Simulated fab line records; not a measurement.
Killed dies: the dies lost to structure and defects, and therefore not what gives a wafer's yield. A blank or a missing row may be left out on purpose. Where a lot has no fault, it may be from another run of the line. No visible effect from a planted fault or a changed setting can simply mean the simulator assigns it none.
What tool caused it? | flow n5-finfet | 10 lots with 30 wafers sampled at 5 steps, on a route of 1938 steps

WHAT THE GAUGES SHOWED, per wafer
N5_BEOL_M8_INSPECT_13: inspects for defects (brightfield). Usual: raw-defect-count 392, standard deviation 100.
lot  | measured     | on                | raw-defect-count | flag
L638 | day 9 11:59  | defect-inspect-01 | 275 221 265      |
L637 | day 9 16:10  | defect-inspect-02 | 445 457 422      |
L640 | day 10 04:56 | defect-inspect-01 | 551 477 470      |
L644 | day 10 22:44 | defect-inspect-01 | 342 346 233      |
L645 | day 11 05:06 | defect-inspect-01 | 713 544 521      |
L653 | day 13 04:19 | defect-inspect-02 | 256 423 405      |
L652 | day 13 04:34 | defect-inspect-01 | 271 382 463      |
L654 | day 13 12:35 | defect-inspect-01 | 399 309 387      |
L658 | day 14 21:26 | defect-inspect-02 | 556 648 590      |
L659 | day 14 21:37 | defect-inspect-02 | 433 319 353      |

N5_BEOL_M8_CD_MEAS_28 targets a cd of 40 nm. Usual: cd-nm 40.06 nm, standard deviation 0.24.
lot  | measured     | on        | cd-nm (nm)        | flag
L638 | day 9 13:58  | cd-sem-01 | 39.91 40.17 40.05 |
L637 | day 9 18:04  | cd-sem-02 | 39.66 39.86 40.37 |
L640 | day 10 06:50 | cd-sem-01 | 40.40 39.88 40.06 |
L644 | day 11 00:20 | cd-sem-01 | 40.13 40.72 39.95 |
L645 | day 11 06:20 | cd-sem-01 | 37.73 38.41 38.30 | OFF
L653 | day 13 07:50 | cd-sem-02 | 40.15 40.00 40.30 |
L652 | day 13 07:53 | cd-sem-01 | 40.41 39.54 40.00 |
L654 | day 13 15:07 | cd-sem-01 | 40.34 39.69 39.88 |
L658 | day 15 00:00 | cd-sem-01 | 39.82 40.29 40.23 |
L659 | day 14 23:58 | cd-sem-02 | 40.17 40.27 40.36 |

WHAT TOOL EACH LOT RAN ON (gives the tool, then ch and the chambers of the sampled wafers, and finally the start)
lot  | N5_BEOL_M8_ETCH_61                 | N5_BEOL_M8_HM_OPEN_17             | N5_BEOL_M8_EXPOSE_25
L638 | rie-diel-03 ch 1,2,3, day 9 12:27  | rie-metal-01 ch 0,1, day 9 12:41  | euv-scanner-02 ch 0, day 9 13:49
L637 | rie-diel-03 ch 0,3, day 9 16:17    | rie-metal-02 ch 0,1, day 9 16:34  | euv-scanner-01 ch 0, day 9 17:56
L640 | rie-diel-01 ch 0,2,3, day 10 05:49 | rie-metal-01 ch 1, day 10 06:04   | euv-scanner-01 ch 0, day 10 06:43
L644 | rie-diel-03 ch 1,3, day 10 23:25   | rie-metal-03 ch 0,1, day 10 23:39 | euv-scanner-02 ch 0, day 11 00:12
L645 | rie-diel-03 ch 2,3, day 11 05:23   | rie-metal-02 ch 0,1, day 11 05:37 | euv-scanner-01 ch 0, day 11 06:12
L653 | rie-diel-03 ch 0,1,2, day 13 04:23 | rie-metal-02 ch 0,1, day 13 04:38 | euv-scanner-02 ch 0, day 13 07:43
L652 | rie-diel-01 ch 0,1,2, day 13 04:39 | rie-metal-01 ch 0,1, day 13 04:55 | euv-scanner-02 ch 0, day 13 07:46
L654 | rie-diel-04 ch 1,2,3, day 13 12:49 | rie-metal-02 ch 1, day 13 13:06   | euv-scanner-02 ch 0, day 13 14:59
L658 | rie-diel-04 ch 0,2, day 14 21:31   | rie-metal-03 ch 1, day 14 21:46   | euv-scanner-01 ch 0, day 14 23:53
L659 | rie-diel-01 ch 1,2, day 14 21:47   | rie-metal-02 ch 0,1, day 14 22:01 | euv-scanner-01 ch 0, day 14 23:50
- N5_BEOL_M8_ETCH_61: etches SiARC in CF4, target depth 45.5 nm, time 75.8 s.
- N5_BEOL_M8_HM_OPEN_17: chemistry Cl2/BCl3, target TiN, target depth 20 nm, overetch 6 nm.
- N5_BEOL_M8_EXPOSE_25: exposes mask V7, target cd 40 nm.

WHAT THE TOOLS THEMSELVES READ (means of the sampled wafers that have a number; where no wafer has one, the mark that the record gives instead)
N5_BEOL_M8_ETCH_61. Usual: drypump-motor-current-A 5.7 A, standard deviation 0.46; etch-rf-on-time-s 74.9 s, standard deviation 2.8; oes-product-au 0.66 a.u., standard deviation 0.071; rf-vpp-V 184.3 V, standard deviation 1.3; showerhead-plenum-p-Torr 2.18 Torr, standard deviation 0.092; throttle-valve-pct 15.72 %, standard deviation 0.25.
lot  | tool        | drypump-motor-current-A (A) | etch-rf-on-time-s (s) | oes-product-au (a.u.) | rf-vpp-V (V) | showerhead-plenum-p-Torr (Torr) | throttle-valve-pct (%) | flag
L638 | rie-diel-03 | 5.6                         | 74.4                  | 0.66                  | 184.2        | 2.18                            | 15.76                  |
L637 | rie-diel-03 | 6.1                         | 78.3                  | 0.59                  | 185.0        | 2.21                            | 16.02                  |
L640 | rie-diel-01 | 5.8                         | 75.7                  | 0.70                  | 184.4        | 2.22                            | 15.60                  |
L644 | rie-diel-03 | 5.5                         | 76.0                  | 0.62                  | 185.6        | 2.24                            | 15.99                  |
L645 | rie-diel-03 | 5.9                         | 74.1                  | 0.62                  | 181.9        | 2.10                            | 15.85                  |
L653 | rie-diel-03 | 5.8                         | 74.6                  | 0.64                  | 184.7        | 2.17                            | 15.75                  |
L652 | rie-diel-01 | 5.8                         | 75.3                  | 0.66                  | 184.6        | 2.16                            | 15.64                  |
L654 | rie-diel-04 | 5.3                         | 72.2                  | 0.69                  | 184.0        | 2.12                            | 15.55                  |
L658 | rie-diel-04 | 5.3                         | 71.9                  | 0.70                  | 185.2        | 2.26                            | 15.55                  |
L659 | rie-diel-01 | 5.5                         | 75.5                  | 0.78                  | 185.7        | 2.28                            | 15.38                  |

N5_BEOL_M8_HM_OPEN_17. Usual: drypump-motor-current-A 5.8 A, standard deviation 0.55; oes-product-au 0.65 a.u., standard deviation 0.084; throttle-valve-pct 22.32 %, standard deviation 0.1.
lot  | tool         | drypump-motor-current-A (A) | oes-product-au (a.u.) | throttle-valve-pct (%) | flag
L638 | rie-metal-01 | 5.4                         | 0.65                  | 22.28                  |
L637 | rie-metal-02 | 6.1                         | 0.71                  | 22.41                  |
L640 | rie-metal-01 | 5.5                         | 0.56                  | 22.27                  |
L644 | rie-metal-03 | 5.7                         | 0.68                  | 22.21                  |
L645 | rie-metal-02 | 6.1                         | 0.68                  | 22.43                  |
L653 | rie-metal-02 | 5.8                         | 0.58                  | 22.38                  |
L652 | rie-metal-01 | 5.4                         | 0.63                  | 22.32                  |
L654 | rie-metal-02 | 6.4                         | 0.73                  | 22.49                  |
L658 | rie-metal-03 | 6.6                         | 0.64                  | 22.38                  |
L659 | rie-metal-02 | 6.1                         | 0.75                  | 22.43                  |

THE ANSWER, worked out from the rows above alone
Rule: a lot counts as off when the mean over its wafers that have a number is more than 3 standard deviations away from the usual mean. A lot without any number at a reading at which 4 lots or more have one is off too. The other lots that the step has rows for count as sound. First the gauges in route order, then the tools' own readings, where a lot's mean is used as printed above. The first step at which some lot is off is used, and at that step the reading that is off furthest; a lot without a number counts as furthest.
Off: L645 (N5_BEOL_M8_CD_MEAS_28, cd-nm).
If a tool, at a process step before that reading, ran all the lots that are off and no sound lot after the first of them, it fits. Gauges at N5_BEOL_M8_CD_MEAS_28: tried the same way as those tools. None of those tried fits.

WHAT THE SIMULATOR HAD PUT IN
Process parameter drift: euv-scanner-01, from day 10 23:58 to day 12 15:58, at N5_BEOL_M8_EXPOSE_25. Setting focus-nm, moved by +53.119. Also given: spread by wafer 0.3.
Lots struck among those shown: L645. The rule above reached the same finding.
